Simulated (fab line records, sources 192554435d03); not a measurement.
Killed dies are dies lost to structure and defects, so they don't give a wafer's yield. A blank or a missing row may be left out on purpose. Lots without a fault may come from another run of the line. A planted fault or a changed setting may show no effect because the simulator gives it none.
Chamber matching | flow n5_finfet | N5_BEOL_M7_DESCUM_16 on rie_diel-05: 4 sister chambers
The step chemistry O2, time 7.9 s. 14 wafers are shown with their chamber, then 6 later ones without.

WAFERS WITH THEIR CHAMBER
wafer  | chamber | throttle_valve_pct (%) | showerhead_plenum_p_Torr (Torr) | oes_product_au (a.u.)
L074.1 | 3       | 20.73                  | 2.18                            | 0.76
L074.4 | 2       | 20.60                  | 2.15                            | 0.92
L074.6 | 0       | 20.43                  | 2.01                            | 0.74
L080.1 | 3       | 20.76                  | 2.18                            | 0.75
L080.5 | 1       | 19.84                  | 2.12                            | 0.93
L080.6 | 0       | 20.46                  | 2.00                            | 0.72
L082.1 | 3       | 20.75                  | 2.18                            | 0.76
L082.2 | 1       | 19.81                  | 2.12                            | 0.94
L082.3 | 2       | 20.59                  | 2.15                            | 0.88
L081.1 | 3       | 20.78                  | 2.18                            | 0.74
L081.2 | 1       | 19.82                  | 2.12                            | 0.94
L086.1 | 1       | 19.82                  | 2.11                            | 0.91
L086.4 | 0       | 20.47                  | 2.00                            | 0.72
L086.5 | 2       | 20.63                  | 2.14                            | 0.85

SIGNATURES (means of the wafers above)
reading                  | chamber 0 | chamber 1 | chamber 2 | chamber 3 | scatter within a chamber
throttle_valve_pct       | 20.4533   | 19.8225   | 20.6067   | 20.7550   | 0.0187
showerhead_plenum_p_Torr | 2.0033    | 2.1175    | 2.1467    | 2.1800    | 0.00456
oes_product_au           | 0.7267    | 0.9300    | 0.8833    | 0.7525    | 0.019
Rule: a wafer's distance from a chamber is the root of the sum, over the readings, of the square of ((its reading less the chamber's mean) divided by the reading's scatter). The wafer belongs to the nearest chamber; if the next one is less than 2 further off, it can't be placed. The scatter: the root of (the sum of the squares of (reading less its chamber's mean) over the shown wafers, divided by (wafers less chambers)).

WAFERS WITHOUT THEIR CHAMBER
wafer  | throttle_valve_pct (%) | showerhead_plenum_p_Torr (Torr) | oes_product_au (a.u.)
L090.2 | 20.78                  | 2.17                            | 0.75
L090.4 | 19.85                  | 2.11                            | 0.90
L090.6 | 20.78                  | 2.17                            | 0.73
L091.1 | 19.85                  | 2.11                            | 0.91
L091.2 | 20.49                  | 2.00                            | 0.71
L091.4 | 20.80                  | 2.17                            | 0.74

WHICH CHAMBER EACH WENT THROUGH
wafer  | from the rows above | in truth
L090.2 | 3                   | 3
L090.4 | 1                   | 1
L090.6 | 3                   | 3
L091.1 | 1                   | 1
L091.2 | 0                   | 0
L091.4 | 3                   | 3
Placed correctly: 6 of 6. Can't be placed from these rows: 0. Placed wrongly: 0.
